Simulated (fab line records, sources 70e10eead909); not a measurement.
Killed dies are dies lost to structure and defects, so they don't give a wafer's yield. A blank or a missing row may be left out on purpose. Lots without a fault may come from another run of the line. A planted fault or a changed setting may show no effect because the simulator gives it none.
Chamber matching | flow nand_harc | NHARC_P_M0_ETCH_34 on rie_diel-05: 4 sister chambers
The step etches the open film in N2/H2, target depth 40 nm, overetch 12 nm, time 43.94 s. 20 wafers are shown with their chamber, then 10 later ones without.

WAFERS WITH THEIR CHAMBER
wafer  | chamber | showerhead_plenum_p_Torr (Torr) | drypump_motor_current_A (A) | rf_vpp_V (V)
L074.3 | 1       | 2.10                            | 4.9                         | 432.4
L074.4 | 2       | 1.90                            | 5.7                         | 426.9
L074.5 | 3       | 2.12                            | 6.0                         | 433.1
L076.1 | 3       | 2.11                            | 6.0                         | 432.3
L076.2 | 0       | 1.90                            | 5.7                         | 425.8
L076.5 | 1       | 2.10                            | 4.8                         | 433.6
L079.1 | 1       | 2.10                            | 4.8                         | 431.5
L079.2 | 3       | 2.11                            | 6.0                         | 433.1
L079.6 | 3       | 2.11                            | 6.0                         | 431.5
L078.2 | 3       | 2.11                            | 6.0                         | 432.9
L078.5 | 0       | 1.90                            | 5.6                         | 427.4
L078.6 | 3       | 2.11                            | 6.0                         | 432.5
L082.2 | 2       | 1.90                            | 5.7                         | 427.2
L082.3 | 3       | 2.11                            | 6.0                         | 432.4
L082.6 | 0       | 1.90                            | 5.6                         | 426.6
L084.2 | 3       | 2.11                            | 6.0                         | 434.4
L084.4 | 0       | 1.90                            | 5.6                         | 426.8
L084.6 | 3       | 2.11                            | 6.0                         | 432.3
L088.1 | 0       | 1.90                            | 5.7                         | 426.3
L088.3 | 2       | 1.90                            | 5.7                         | 425.3

SIGNATURES (means of the wafers above)
reading                  | chamber 0 | chamber 1 | chamber 2 | chamber 3 | scatter within a chamber
showerhead_plenum_p_Torr | 1.9000    | 2.1000    | 1.9000    | 2.1111    | 0.00236
drypump_motor_current_A  | 5.640     | 4.833     | 5.700     | 6.000     | 0.0342
rf_vpp_V                 | 426.580   | 432.500   | 426.467   | 432.722   | 0.823
Rule: a wafer's distance from a chamber is the root of the sum, over the readings, of the square of ((its reading less the chamber's mean) divided by the reading's scatter). The wafer belongs to the nearest chamber; if the next one is less than 2 further off, it can't be placed. The scatter: the root of (the sum of the squares of (reading less its chamber's mean) over the shown wafers, divided by (wafers less chambers)).

WAFERS WITHOUT THEIR CHAMBER
wafer  | showerhead_plenum_p_Torr (Torr) | drypump_motor_current_A (A) | rf_vpp_V (V)
L088.6 | 1.90                            | 5.7                         | 427.2
L089.2 | 2.10                            | 4.8                         | 432.8
L089.3 | 1.90                            | 5.7                         | 426.3
L089.4 | 2.11                            | 6.0                         | 432.6
L092.1 | 1.90                            | 5.6                         | 426.5
L092.3 | 2.11                            | 6.0                         | 432.5
L092.6 | 1.90                            | 5.6                         | 426.5
L092.2 | 1.90                            | 5.7                         | 426.0
L092.4 | 2.10                            | 4.9                         | 434.4
L092.5 | 2.10                            | 4.9                         | 432.8

WHICH CHAMBER EACH WENT THROUGH
wafer  | from the rows above     | in truth
L088.6 | can't be placed: 2 or 0 | 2
L089.2 | 1                       | 1
L089.3 | can't be placed: 2 or 0 | 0
L089.4 | 3                       | 3
L092.1 | can't be placed: 0 or 2 | 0
L092.3 | 3                       | 3
L092.6 | can't be placed: 0 or 2 | 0
L092.2 | can't be placed: 2 or 0 | 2
L092.4 | 1                       | 1
L092.5 | 1                       | 1
Placed correctly: 5 of 10. Can't be placed from these rows: 5 (the true chamber is among the candidates in 5). Placed wrongly: 0.
